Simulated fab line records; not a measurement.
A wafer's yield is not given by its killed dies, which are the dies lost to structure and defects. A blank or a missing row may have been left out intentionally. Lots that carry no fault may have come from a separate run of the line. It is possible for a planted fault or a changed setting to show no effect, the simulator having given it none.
fab line records	flow n5_finfet
[record] lots = 6	wafers = 18	last_day = 17
route steps=1938 shown BEOL_M0@719 BEOL_M4@1111 PASSIVATION@1936
lots untouched by any fault: they come from a run of this same line in which no faults occurred
start_h: the number of hours between the record's first day and the start of the first shown wafer of the lot	wait_h: hours since the lot's step before	" repeats the value in the row above	L1.1+2: several wafers, shown together as one row	- no value, or no start was given	* or withheld: withheld	< > ~ a bound
route shown NAME@n: NAME is a module with steps in the file, n the number in the route of the first one	usual: mean/standard deviation of fault-free wafers	same: alike in all rows	chamber/n: place in a boat	sites: per-site readings	_std_site: standard deviation of those values	_edge_site: inner sites' mean taken away from outer sites' mean	radius_mm: how far each site lies from the wafer's centre	mask NAME#n: copy n	behind: the tool/chamber that last shaped the wafer	hold: why the lot was held/for how many hours/how that ended	device: the n, p or np transistor that did not switch	end of line: the tests these same wafers got at the end of their route	step lacking rows: just its recipe	killed: dies that structure and defects cost at the first sort, which is not the same as the wafer's yield	map: the dies of a wafer, with x for killed, . for not killed, _ for no die there
set.NAME: the run value of the setting; set.NAME@STEP: its run value at that earlier step	model.NAME: the simulator's own value behind a step, which no gauge read
lots at selected steps of the route; one table per step, one row per wafer
services: a tool's chamber out of use, with start hour (start_h, from the record's first day; less than 0 if before it), hours out, and reason
[[steps]]
[step N5_BEOL_M0_WET_ETCH_106]
[recipe] chemistry = DHF	dilution = 10:1	temp_c = 25	target = SiO2	target_depth_a = 1300	dry = ipa_marangoni	rinse_time_s = 30	rinse_temp_c = 23
[step N5_BEOL_M0_ETCH_128]
[recipe] chemistry = CF4/N2	target_depth_a = 120	overetch_a = 51	target = SiCN	time_s = 21.4	ion_energy_ev = 150	pressure_mtorr = 40	source_w = 430	bias_w = 70	Ar_flow_sccm = 100	cf4_flow_sccm = 60	n2_flow_sccm = 60
[step N5_BEOL_M0_TRENCH_ETCH_107]
[recipe] chemistry = C4F6/O2	target_depth_a = 328	target = SiOC	time_s = 16.4	ion_energy_ev = 250	pressure_mtorr = 30	source_w = 355	bias_w = 185	Ar_flow_sccm = 300	C4F6_flow_sccm = 10	O2_flow_sccm = 10
[step N5_BEOL_M0_STRIP_142]
[recipe] chemistry = N2/H2	time_s = 10	power_w = 450	temp_c = 40	pressure_mtorr = 20	rf_frequency_hz = 6e+07	bias_power_w = 7	n2_flow_sccm = 200	h2_flow_sccm = 200
[step N5_BEOL_M0_OCD_MEAS_108]
[usual] trench_depth_nm = 32.6/0.52
lot.wafer	tool	chamber	start_h	wait_h	trench_depth_nm
L624.2	ocd-01	-	135.90	0.1	32.7
L624.3	"	-	"	"	33.1
L624.6	"	-	"	"	32.3
L626.2	ocd-02	-	138.71	0.1	32.6
L626.3	"	-	"	"	32.8
L626.4	"	-	"	"	32.6
L633.1	ocd-02	-	188.91	0.1	32.4
L633.5	"	-	"	"	32.7
L633.6	"	-	"	"	32.4
L634.2	ocd-02	-	193.19	0.1	31.5
L634.5	"	-	"	"	32.6
L634.6	"	-	"	"	33.1
L643.3	ocd-02	-	240.99	0.1	32.6
L643.5	"	-	"	"	32.1
L643.6	"	-	"	"	32.4
L644.1	ocd-01	-	253.61	0.1	33.2
L644.2	"	-	"	"	32.7
L644.3	"	-	"	"	31.8
[step N5_BEOL_M0_HM_STRIP_129]
[recipe] chemistry = peroxide_tin_strip	material = TiN	target_depth_a = 170	temp_c = 50	time_s = 108
[step N5_BEOL_M0_SRD_130]
[recipe] time_s = 30	temp_c = 23	rinse_liquid = diw	dry = ipa_marangoni
[step N5_BEOL_M0_ETCH_109]
[recipe] chemistry = CH3F/O2	target_depth_a = 80	overetch_a = 24	target = SiCN	time_s = 27.4	ion_energy_ev = 120	pressure_mtorr = 30	source_w = 395	bias_w = 75	Ar_flow_sccm = 150	CH3F_flow_sccm = 30	O2_flow_sccm = 20
[usual] drypump_motor_current_A = 5.7/0.52	oes_product_au = 0.67/0.068	rf_vpp_V = 297.9/1.4	showerhead_plenum_p_Torr = 2.03/0.061	throttle_valve_pct = 16.38/0.23
lot.wafer	tool	chamber	start_h	wait_h	drypump_motor_current_A	oes_product_au	rf_hours_counter_h	rf_vpp_V	showerhead_plenum_p_Torr	throttle_valve_pct
L624.2	rie_diel-05	1	136.02	0.0	5.8	0.69	81	300.2	2.10	16.37
L624.3	"	3	"	"	5.7	0.73	34	300.0	2.12	15.93
L624.6	"	0	"	"	6.6	0.59	-	297.3	1.99	16.36
L626.2	rie_diel-05	1	138.81	0.0	5.7	0.69	82	299.6	2.10	16.39
L626.3	"	2	"	"	5.1	0.61	203	298.1	2.08	16.67
L626.4	"	0	"	"	6.6	0.59	224	296.9	1.99	16.35
L633.1	rie_diel-05	2	189.02	0.0	5.1	0.58	221	298.5	2.08	16.73
L633.5	"	0	"	"	6.6	0.58	-	296.0	1.98	16.39
L633.6	"	3	"	"	5.7	0.72	-	298.9	2.11	15.97
L634.2	rie_diel-06	3	193.30	0.0	5.8	0.61	166	297.2	1.99	16.53
L634.5	"	0	"	"	4.9	0.73	-	298.4	1.94	16.24
L634.6	"	3	"	"	5.8	0.63	-	297.6	1.99	16.52
L643.3	rie_diel-06	1	241.25	0.2	5.1	0.62	170	298.2	2.00	16.30
L643.5	"	1	"	"	5.2	0.63	-	298.1	2.00	16.29
L643.6	"	2	"	"	6.6	0.60	-	298.2	2.05	16.58
L644.1	rie_diel-01	0	254.07	0.4	5.2	0.69	88	296.1	1.94	16.40
L644.2	"	3	"	"	5.3	0.60	232	298.9	2.06	16.86
L644.3	"	1	"	"	5.9	0.76	33	297.5	1.95	16.18
[step N5_BEOL_M0_STRIP_139]
[recipe] chemistry = post_etch_residue_remover	time_s = 60	temp_c = 25	remover_ph = withheld	remover_water_wt_pct = withheld	remover_fluoride_wt_pct = withheld
[step N5_BEOL_M0_SRD_111]
[recipe] time_s = 30	temp_c = 23	rinse_liquid = diw	dry = ipa_marangoni
[step N5_BEOL_M0_DEGAS_112]
[recipe] ambient = vacuum	temp_c = 250	time_s = 60
[step N5_BEOL_M0_PRE_CLEAN_113]
[recipe] gas = H2/He	time_s = 30	temp_c = 250
[step N5_BEOL_M0_ALD_136]
[recipe] material = TaN	target_thk_a = *	temp_c = 275	ald_precursor_family = PDMAT	ald_co_reactant = NH3	pressure_torr = 3	carrier_flow_sccm = 1500	pulse_time_s = 2	purge_time_s = 3	co_reactant_purge_time_s = 2	co_reactant_pulse_time_s = 3	ald_cycles = 30	precursor_vessel_temp_c = 75	precursor_vessel_pressure_torr = 26.25	precursor_vessel_carrier_sccm = 1000
[usual] ald_cycles = 30/0	chamber_pressure_Torr = 3.001/0.0062	co_reactant_pulse_time_s = 3/0	heater_power_w = 442/37
lot.wafer	tool	chamber	start_h	wait_h	ald_cycles	chamber_pressure_Torr	co_reactant_pulse_time_s	heater_power_w
L624.2	ald_metal-02	2	138.57	0.0	30	2.992	3	461
L624.3	"	1	"	"	30	2.997	3	403
L624.6	"	1	"	"	30	3.004	3	417
L626.2	ald_metal-02	2	139.85	0.0	30	3.006	3	466
L626.3	"	0	"	"	30	3.000	3	426
L626.4	"	3	"	"	30	3.002	3	470
L633.1	ald_metal-04	3	191.29	0.1	-	-	-	-
L633.5	"	1	"	"	-	-	-	-
L633.6	"	2	"	"	-	-	-	-
L634.2	ald_metal-02	0	194.11	0.0	-	-	-	-
L634.5	"	2	"	"	-	-	-	-
L634.6	"	1	"	"	-	-	-	-
L643.3	ald_metal-02	3	241.61	0.1	30	3.002	3	475
L643.5	"	0	"	"	30	2.990	3	425
L643.6	"	3	"	"	30	2.999	3	471
L644.1	ald_metal-02	0	254.45	0.0	30	2.998	3	435
L644.2	"	3	"	"	30	3.002	3	474
L644.3	"	2	"	"	30	2.996	3	480
[step N5_BEOL_M0_SURFACE_TREAT_137]
[recipe] gas = Ar	time_s = *	ion_energy_ev = *	ion_current_ma_cm2 = 0.5	pressure_mtorr = *	ar_flow_sccm = 30
[step N5_BEOL_M0_CVD_115]
[recipe] material = Co	target_thk_a = *	temp_c = withheld	precursor = CCTBA/H2	pressure_torr = 30	time_s = 120
[step N5_BEOL_M0_SPUTTER_116]
[recipe] material = Cu	target_thk_a = 40	temp_c = -20	chamber_pressure_pa = 0.07	power_w = withheld	time_s = 7.37
[step N5_BEOL_M0_ANNEAL_117]
[recipe] temp_c = 400	time_s = 60	ambient = vacuum
[usual] heater_power_w = 846/65
lot.wafer	tool	chamber	start_h	wait_h	heater_power_w
L624.2	pvd_sputter-02	-	139.23	0.0	875
L624.3	"	-	"	"	880
L624.6	"	-	"	"	869
L626.2	pvd_sputter-03	-	140.53	0.0	868
L626.3	"	-	"	"	872
L626.4	"	-	"	"	782
L633.1	pvd_sputter-02	-	191.84	0.0	842
L633.5	"	-	"	"	888
L633.6	"	-	"	"	883
L634.2	pvd_sputter-03	-	194.68	0.0	875
L634.5	"	-	"	"	692
L634.6	"	-	"	"	791
L643.3	pvd_sputter-02	-	243.69	0.0	864
L643.5	"	-	"	"	882
L643.6	"	-	"	"	884
L644.1	pvd_sputter-02	-	255.37	0.0	864
L644.2	"	-	"	"	842
L644.3	"	-	"	"	917
[step N5_BEOL_M0_SPUTTER_132]
[recipe] material = Cu	target_thk_a = 40	temp_c = -20	chamber_pressure_pa = 0.07	power_w = withheld	time_s = 7.37
[step N5_BEOL_M0_ANNEAL_133]
[recipe] temp_c = 400	time_s = 60	ambient = vacuum
[usual] heater_power_w = 846/61
lot.wafer	tool	chamber	start_h	wait_h	heater_power_w
L624.2	pvd_sputter-02	-	139.35	0.0	843
L624.3	"	-	"	"	874
L624.6	"	-	"	"	872
L626.2	pvd_sputter-03	-	140.65	0.0	839
L626.3	"	-	"	"	903
L626.4	"	-	"	"	770
L633.1	pvd_sputter-02	-	191.96	0.0	841
L633.5	"	-	"	"	870
L633.6	"	-	"	"	864
L634.2	pvd_sputter-03	-	194.80	0.0	903
L634.5	"	-	"	"	699
L634.6	"	-	"	"	787
L643.3	pvd_sputter-02	-	243.81	0.0	860
L643.5	"	-	"	"	868
L643.6	"	-	"	"	838
L644.1	pvd_sputter-02	-	255.49	0.0	883
L644.2	"	-	"	"	842
L644.3	"	-	"	"	901
[step N5_BEOL_M0_SPUTTER_134]
[recipe] material = Cu	target_thk_a = 40	temp_c = -20	chamber_pressure_pa = 0.07	power_w = withheld	time_s = 7.37
[step N5_BEOL_M0_ANNEAL_135]
[recipe] temp_c = 400	time_s = 60	ambient = vacuum
[step N5_BEOL_M0_SPUTTER_141]
[recipe] material = Cu	target_thk_a = 40	temp_c = -20	chamber_pressure_pa = 0.07	power_w = withheld	time_s = 7.37
[usual] chamber_pressure_pa = 0.06999/0.00015	chuck_sensor_temp_C = -16.0/0.31	throttle_valve_pct = 30.0/1.2
lot.wafer	tool	chamber	start_h	wait_h	chamber_pressure_pa	chuck_sensor_temp_C	throttle_valve_pct
L624.2	pvd_sputter-02	-	139.51	0.0	0.07006	-16.5	30.7
L624.3	"	-	"	"	0.07	-16.0	30.9
L624.6	"	-	"	"	0.07003	-16.0	30.7
L626.2	pvd_sputter-03	-	140.81	0.0	0.07007	-16.0	28.3
L626.3	"	-	"	"	0.07013	-15.9	31.1
L626.4	"	-	"	"	0.06997	-15.6	28.8
L633.1	pvd_sputter-02	-	192.12	0.0	0.07022	-16.5	30.8
L633.5	"	-	"	"	0.07008	-15.8	30.9
L633.6	"	-	"	"	0.07013	-15.8	31.0
L634.2	pvd_sputter-03	-	194.96	0.0	0.07013	-15.9	30.7
L634.5	"	-	"	"	0.06971	-16.2	28.6
L634.6	"	-	"	"	0.06979	-15.6	28.8
L643.3	pvd_sputter-02	-	243.97	0.0	0.06991	-16.1	30.9
L643.5	"	-	"	"	0.06992	-16.0	30.9
L643.6	"	-	"	"	0.06992	-16.6	30.9
L644.1	pvd_sputter-02	-	255.65	0.0	0.06961	-16.2	31.0
L644.2	"	-	"	"	0.06988	-16.3	31.1
L644.3	"	-	"	"	0.06999	-16.1	31.0
[step N5_BEOL_M0_ECD_118]
[recipe] material = Cu	target_thk_a = 3000
[step N5_BEOL_M0_ANNEAL_119]
[recipe] temp_c = 225	time_s = 90	ambient = N2
[usual] wafer_temp_C_max = 226.12/0.25
lot.wafer	tool	chamber	start_h	wait_h	wafer_temp_C_max
L624.2	rtp_anneal-02	0	139.90	0.3	226.16
L624.3	"	0	"	"	225.70
L624.6	"	0	"	"	226.21
L626.2	rtp_anneal-01	0	141.05	0.1	225.64
L626.3	"	0	"	"	226.24
L626.4	"	0	"	"	226.14
L633.1	rtp_anneal-01	0	192.49	0.2	226.28
L633.5	"	0	"	"	225.95
L633.6	"	0	"	"	226.16
L634.2	rtp_anneal-01	0	195.39	0.3	226.41
L634.5	"	0	"	"	226.29
L634.6	"	0	"	"	226.13
L643.3	rtp_anneal-02	0	244.38	0.3	226.24
L643.5	"	0	"	"	226.21
L643.6	"	0	"	"	225.78
L644.1	rtp_anneal-01	0	255.85	0.1	226.42
L644.2	"	0	"	"	226.25
L644.3	"	0	"	"	226.61
[step N5_BEOL_M0_CMP_120]
[recipe] stop_on = SiOC	t_overpolish_s = 6.9	down_force_psi = 1	platen_rpm = 50	clearing_platen_down_force_psi = 1.5	clearing_platen_rpm = 50	post_cmp_clean = cu_alkaline	clearing_platen_pad_velocity_m_s = 0.99484	pad_velocity_m_s = 0.99484
[usual] barrier_field_endpoint_s = 3.58/0.13	motor_current_A = 6.2/0.6
lot.wafer	tool	chamber	start_h	wait_h	barrier_field_endpoint_s	motor_current_A
L624.2	cmp-02	1	140.19	0.2	3.89	5.5
L624.3	"	3	"	"	3.59	6.8
L624.6	"	1	"	"	3.55	5.3
L626.4	cmp-02	0	141.34	0.2	3.71	5.5
L626.3	"	1	"	"	3.54	5.6
L626.2	"	2	"	"	3.77	6.3
L633.1	cmp-02	2	192.86	0.3	1.75	6.1
L633.6	"	0	"	"	1.75	5.8
L633.5	"	1	"	"	1.78	5.3
L634.2	cmp-01	2	195.73	0.3	1.63	5.9
L634.5	"	0	"	"	1.66	7.8
L634.6	"	1	"	"	1.70	6.5
L643.3	cmp-03	3	244.67	0.2	3.73	5.3
L643.5	"	2	"	"	3.65	6.1
L643.6	"	3	"	"	3.76	5.6
L644.3	cmp-01	3	256.15	0.2	3.75	5.9
L644.1	"	0	"	"	3.53	7.4
L644.2	"	2	"	"	3.59	5.8
[step N5_BEOL_M4_RC_MEAS_101]
[usual] DIBL_N = 35.8/1.6	DIBL_P = 36.0/2.1	IOFF_N = 0.153/0.026	IOFF_P = 0.21/0.037	ION_N = 673/11	ION_P = 462/7.6	SS_N = 71.4/0.53	SS_P = 73.2/0.67	VT_N = 250/3.2	VT_P = -250/3.7
lot.wafer	tool	chamber	start_h	wait_h	DIBL_N[mV/V]	DIBL_P[mV/V]	IOFF_N[nA/um]	IOFF_P[nA/um]	ION_N[uA/um]	ION_P[uA/um]	SS_N[mV/dec]	SS_P[mV/dec]	VT_N[mV]	VT_P[mV]
L624.2	prober-01	0	192.11	0.2	37.4	40.7	0.186	0.31	674	470	71.6	74.4	249	-242
L624.3	"	0	"	"	36.0	38.9	0.167	0.29	677	471	71.6	73.6	251	-242
L624.6	"	0	"	"	36.9	39.6	0.181	0.29	683	475	71.9	73.5	246	-242
L626.2	prober-01	0	198.29	0.2	37.3	36.1	0.193	0.26	678	470	71.4	73.4	243	-244
L626.3	"	0	"	"	37.0	35.8	0.178	0.25	677	470	71.6	73.5	246	-246
L626.4	"	0	"	"	36.1	35.0	0.171	0.24	693	480	71.1	73.5	246	-245
L644.1	prober-01	0	302.14	0.0	31.6	30.1	0.090	0.13	651	448	70.3	71.3	256	-257
L644.2	"	0	"	"	38.0	37.4	0.200	0.24	691	464	72.0	73.2	243	-247
L644.3	"	0	"	"	37.5	38.7	0.195	0.24	688	469	71.7	74.2	247	-249
L643.3	prober-02	0	302.71	0.3	39.4	39.4	0.192	0.24	675	463	71.8	73.6	248	-246
L643.5	"	0	"	"	39.6	40.7	0.196	0.26	671	462	71.4	74.8	247	-247
L643.6	"	0	"	"	37.3	38.1	0.157	0.22	669	465	70.8	73.8	252	-250
[step N5_PASSIVATION_PROBE_49]
[usual] defect_limited_yield = 91.3/1.5	killed_at_M0_to_M3 = 33/12	killed_at_M4_up = 13/5.2	killed_at_contacts = 13/6.7	killed_at_front_end = 40/11	killed_at_other = 4.1/2.7	killed_dies = 103/17	killed_on_rim = 14/4.2	killed_open = 69/13	killed_short = 33/8.4	sort_bin_5_function = 5.1/1	sort_bin_6_memory = 3.2/0.62	sort_n_pass = 1077/17	sort_yield_pct = 91.3/1.5
[same] gross_dies = 1180	killed_at_back_side = 0	sort_bin_4_leakage[%] = 0	sort_bin_8_speed[%] = 0
lot.wafer	tool	chamber	start_h	wait_h	defect_limited_yield[%]	killed_at_M0_to_M3	killed_at_M4_up	killed_at_contacts	killed_at_front_end	killed_at_other	killed_dies	killed_on_rim	killed_open	killed_short	sort_bin_5_function[%]	sort_bin_6_memory[%]	sort_n_pass	sort_yield_pct[%]
L634.2	prober-01	-	344.05	0.1	0	1118	15	10	32	5	1180	152	60	35	96.8	3.1	0	0
L634.5	prober-01	-	344.20	0.2	0	1084	18	17	58	3	1180	152	88	33	95.8	3.8	0	0
L634.6	prober-01	-	344.25	0.3	0	1111	14	12	39	4	1180	152	75	23	97.5	2.4	0	0
L633.1	prober-01	-	358.54	0.7	0	1087	19	20	51	3	1180	152	80	39	95.8	3.8	0	0
L633.5	prober-01	-	358.74	0.9	0	1107	19	10	44	0	1180	152	71	26	96.9	2.8	0	0
L633.6	prober-01	-	358.79	1.0	0	1102	11	12	55	0	1180	152	71	28	95.8	3.6	0	0
// killed by level:class
L634.2 BEOL_M0:area_ald=1085 BEOL_M4:geometric_particle:open=12 MOL_CONTACT_COAG:geometric_particle:open=8 FIN_SAQP:geometric_particle:open=6 BEOL_M0_SAQP:geometric_particle:short=6 BEOL_M3:geometric_particle:open=6 FIN_SAQP:geometric_particle:short=5 BEOL_M1:geometric_particle:open=5
L634.5 BEOL_M0:area_ald=1059 FIN_SAQP:geometric_particle:open=20 MOL_CONTACT_COAG:geometric_particle:open=14 BEOL_M4:geometric_particle:open=12 STI_FIN_REVEAL:geometric_particle:open=11 GATE_CUT:geometric_particle:short=7 BEOL_M1:geometric_particle:open=6 FIN_SAQP:geometric_particle:short=4
L634.6 BEOL_M0:area_ald=1082 STI_FIN_REVEAL:geometric_particle:open=10 MOL_CONTACT_COAG:geometric_particle:open=9 FIN_SAQP:geometric_particle:open=7 BEOL_M2:geometric_particle:open=7 BEOL_M4:geometric_particle:open=7 GATE_CUT:geometric_particle:open=5 BEOL_M1:geometric_particle:open=5
L633.1 BEOL_M0:area_ald=1061 MOL_CONTACT_COAG:geometric_particle:open=17 STI_FIN_REVEAL:geometric_particle:open=15 GATE_CUT:geometric_particle:open=10 BEOL_M1:geometric_particle:open=8 STI_FIN_REVEAL:geometric_particle:short=7 BEOL_M4:geometric_particle:open=7 GATE_CUT:geometric_particle:short=6
L633.5 BEOL_M0:area_ald=1081 STI_FIN_REVEAL:geometric_particle:open=19 MOL_CONTACT_COAG:geometric_particle:open=9 BEOL_M0_SAQP:geometric_particle:open=8 FIN_SAQP:geometric_particle:open=7 BEOL_M0_SAQP:geometric_particle:short=6 BEOL_M4:geometric_particle:open=5 GATE_CUT:geometric_particle:open=5
L633.6 BEOL_M0:area_ald=1080 STI_FIN_REVEAL:geometric_particle:open=21 MOL_CONTACT_COAG:geometric_particle:open=9 BEOL_M3:geometric_particle:open=8 DUMMY_GATE:geometric_particle:open=6 BEOL_M4:geometric_particle:open=6 FIN_SAQP:geometric_particle:short=4 STI_FIN_REVEAL:geometric_particle:short=4
// map L633.1 (x killed, . not)
_________________xxxxxxxxxxxx________________
______________xxxxxxxxxxxxxxxxxx_____________
___________xxxxxxxxxxxxxxxxxxxxxxxx__________
__________xxxxxxxxxxxxxxxxxxxxxxxxxx_________
________xxxxxxxxxxxxxxxxxxxxxxxxxxxxxx_______
_______xxxxxxxxxxxxxxxxxxxxxxxxxxxxxxxx______
______xxxxxxxxxxxxxxxxxxxxxxxxxxxxxxxxxx_____
_____xxxxxxxxxxxxxxxxxxxxxxxxxxxxxxxxxxxx____
____xxxxxxxxxxxxxxxxxxxxxxxxxxxxxxxxxxxxxx___
___xxxxxxxxxxxxxxxxxxxxxxxxxxxxxxxxxxxxxxxx__
___xxxxxxxxxxxxxxxxxxxxxxxxxxxxxxxxxxxxxxxx__
__xxxxxxxxxxxxxxxxxxxxxxxxxxxxxxxxxxxxxxxxxx_
__xxxxxxxxxxxxxxxxxxxxxxxxxxxxxxxxxxxxxxxxxx_
_xxxxxxxxxxxxxxxxxxxxxxxxxxxxxxxxxxxxxxxxxxxx
_xxxxxxxxxxxxxxxxxxxxxxxxxxxxxxxxxxxxxxxxxxxx
_xxxxxxxxxxxxxxxxxxxxxxxxxxxxxxxxxxxxxxxxxxxx
_xxxxxxxxxxxxxxxxxxxxxxxxxxxxxxxxxxxxxxxxxxxx
_xxxxxxxxxxxxxxxxxxxxxxxxxxxxxxxxxxxxxxxxxxxx
_xxxxxxxxxxxxxxxxxxxxxxxxxxxxxxxxxxxxxxxxxxxx
_xxxxxxxxxxxxxxxxxxxxxxxxxxxxxxxxxxxxxxxxxxxx
_xxxxxxxxxxxxxxxxxxxxxxxxxxxxxxxxxxxxxxxxxxxx
__xxxxxxxxxxxxxxxxxxxxxxxxxxxxxxxxxxxxxxxxxx_
__xxxxxxxxxxxxxxxxxxxxxxxxxxxxxxxxxxxxxxxxxx_
___xxxxxxxxxxxxxxxxxxxxxxxxxxxxxxxxxxxxxxxx__
___xxxxxxxxxxxxxxxxxxxxxxxxxxxxxxxxxxxxxxxx__
____xxxxxxxxxxxxxxxxxxxxxxxxxxxxxxxxxxxxxx___
_____xxxxxxxxxxxxxxxxxxxxxxxxxxxxxxxxxxxx____
______xxxxxxxxxxxxxxxxxxxxxxxxxxxxxxxxxx_____
_______xxxxxxxxxxxxxxxxxxxxxxxxxxxxxxxx______
________xxxxxxxxxxxxxxxxxxxxxxxxxxxxxx_______
__________xxxxxxxxxxxxxxxxxxxxxxxxxx_________
___________xxxxxxxxxxxxxxxxxxxxxxxx__________
______________xxxxxxxxxxxxxxxxxx_____________
_________________xxxxxxxxxxxx________________
// map L634.2 (x killed, . not)
_________________xxxxxxxxxxxx________________
______________xxxxxxxxxxxxxxxxxx_____________
___________xxxxxxxxxxxxxxxxxxxxxxxx__________
__________xxxxxxxxxxxxxxxxxxxxxxxxxx_________
________xxxxxxxxxxxxxxxxxxxxxxxxxxxxxx_______
_______xxxxxxxxxxxxxxxxxxxxxxxxxxxxxxxx______
______xxxxxxxxxxxxxxxxxxxxxxxxxxxxxxxxxx_____
_____xxxxxxxxxxxxxxxxxxxxxxxxxxxxxxxxxxxx____
____xxxxxxxxxxxxxxxxxxxxxxxxxxxxxxxxxxxxxx___
___xxxxxxxxxxxxxxxxxxxxxxxxxxxxxxxxxxxxxxxx__
___xxxxxxxxxxxxxxxxxxxxxxxxxxxxxxxxxxxxxxxx__
__xxxxxxxxxxxxxxxxxxxxxxxxxxxxxxxxxxxxxxxxxx_
__xxxxxxxxxxxxxxxxxxxxxxxxxxxxxxxxxxxxxxxxxx_
_xxxxxxxxxxxxxxxxxxxxxxxxxxxxxxxxxxxxxxxxxxxx
_xxxxxxxxxxxxxxxxxxxxxxxxxxxxxxxxxxxxxxxxxxxx
_xxxxxxxxxxxxxxxxxxxxxxxxxxxxxxxxxxxxxxxxxxxx
_xxxxxxxxxxxxxxxxxxxxxxxxxxxxxxxxxxxxxxxxxxxx
_xxxxxxxxxxxxxxxxxxxxxxxxxxxxxxxxxxxxxxxxxxxx
_xxxxxxxxxxxxxxxxxxxxxxxxxxxxxxxxxxxxxxxxxxxx
_xxxxxxxxxxxxxxxxxxxxxxxxxxxxxxxxxxxxxxxxxxxx
_xxxxxxxxxxxxxxxxxxxxxxxxxxxxxxxxxxxxxxxxxxxx
__xxxxxxxxxxxxxxxxxxxxxxxxxxxxxxxxxxxxxxxxxx_
__xxxxxxxxxxxxxxxxxxxxxxxxxxxxxxxxxxxxxxxxxx_
___xxxxxxxxxxxxxxxxxxxxxxxxxxxxxxxxxxxxxxxx__
___xxxxxxxxxxxxxxxxxxxxxxxxxxxxxxxxxxxxxxxx__
____xxxxxxxxxxxxxxxxxxxxxxxxxxxxxxxxxxxxxx___
_____xxxxxxxxxxxxxxxxxxxxxxxxxxxxxxxxxxxx____
______xxxxxxxxxxxxxxxxxxxxxxxxxxxxxxxxxx_____
_______xxxxxxxxxxxxxxxxxxxxxxxxxxxxxxxx______
________xxxxxxxxxxxxxxxxxxxxxxxxxxxxxx_______
__________xxxxxxxxxxxxxxxxxxxxxxxxxx_________
___________xxxxxxxxxxxxxxxxxxxxxxxx__________
______________xxxxxxxxxxxxxxxxxx_____________
_________________xxxxxxxxxxxx________________
[[services]]
tool	chamber	start_h	hours	kind
cmp-03	-	114.49	0.3	repair
pvd_sputter-02	-	114.88	19.9	repair
rie_diel-06	1	116.06	7.0	repair
cmp-02	-	136.75	1.0	repair
cmp-02	-	157.28	1.2	repair
cmp-02	-	166.88	3.1	repair
cmp-03	-	172.84	7.8	repair
ald_metal-02	3	178.85	12.1	repair
cmp-01	-	183.55	2.5	repair
cmp-03	-	183.94	1.6	repair
ald_metal-04	-	192.07	2.8	pm
rie_diel-01	1	194.65	3.8	repair
cmp-03	-	206.66	7.8	pm
rie_diel-05	1	208.51	1.2	repair
ald_metal-02	3	209.07	23.7	repair
rie_diel-05	0	212.49	-	clean
rie_diel-05	0	212.49	-	consumable_replace:focus_ring
rie_diel-05	0	212.49	26.6	scheduled_down
rie_diel-05	0	212.49	26.6	vent_cycle
ald_metal-02	2	228.14	6.6	repair
rie_diel-06	-	229.49	2.8	pm
cmp-01	-	236.34	4.0	pm
cmp-03	-	237.81	4.0	pm
rie_diel-05	1	251.98	3.1	repair
[[key]]
[first_sign] step = N5_BEOL_M0_ALD_136	reading = tool_record	direction = missing
[effect] step = N5_BEOL_M0_CMP_120	reading = barrier_field_endpoint_s	direction = down	sigmas = 14	usual = 3.58	struck = 1.71
[effect] step = N5_PASSIVATION_PROBE_49	reading = killed_at_M0_to_M3	direction = up	sigmas = 93	usual = 33	struck = 1102
[more_kills_born_at] N5_BEOL_M0_ALD_136@ald_metal-02 = 3226	N5_BEOL_M0_ALD_136@ald_metal-04 = 3220
met_at N5_BEOL_M0_ALD_136
struck_wafers L633.1,L633.5,L633.6,L634.2,L634.5,L634.6
later_rows_left_out L633.1,L633.5,L633.6,L634.2,L634.5,L634.6
onset_between 139.85 191.29
[fault] kind = skipped_step_whole	tool = ald_metal-02,ald_metal-04	chamber = -	onset_h = 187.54	steps = N5_BEOL_M0_ALD_136	scope = struck_lots_only
// later_rows_left_out: the simulator's readings of these wafers behind a module that went badly wrong aren't trusted and aren't shown, but for the sort
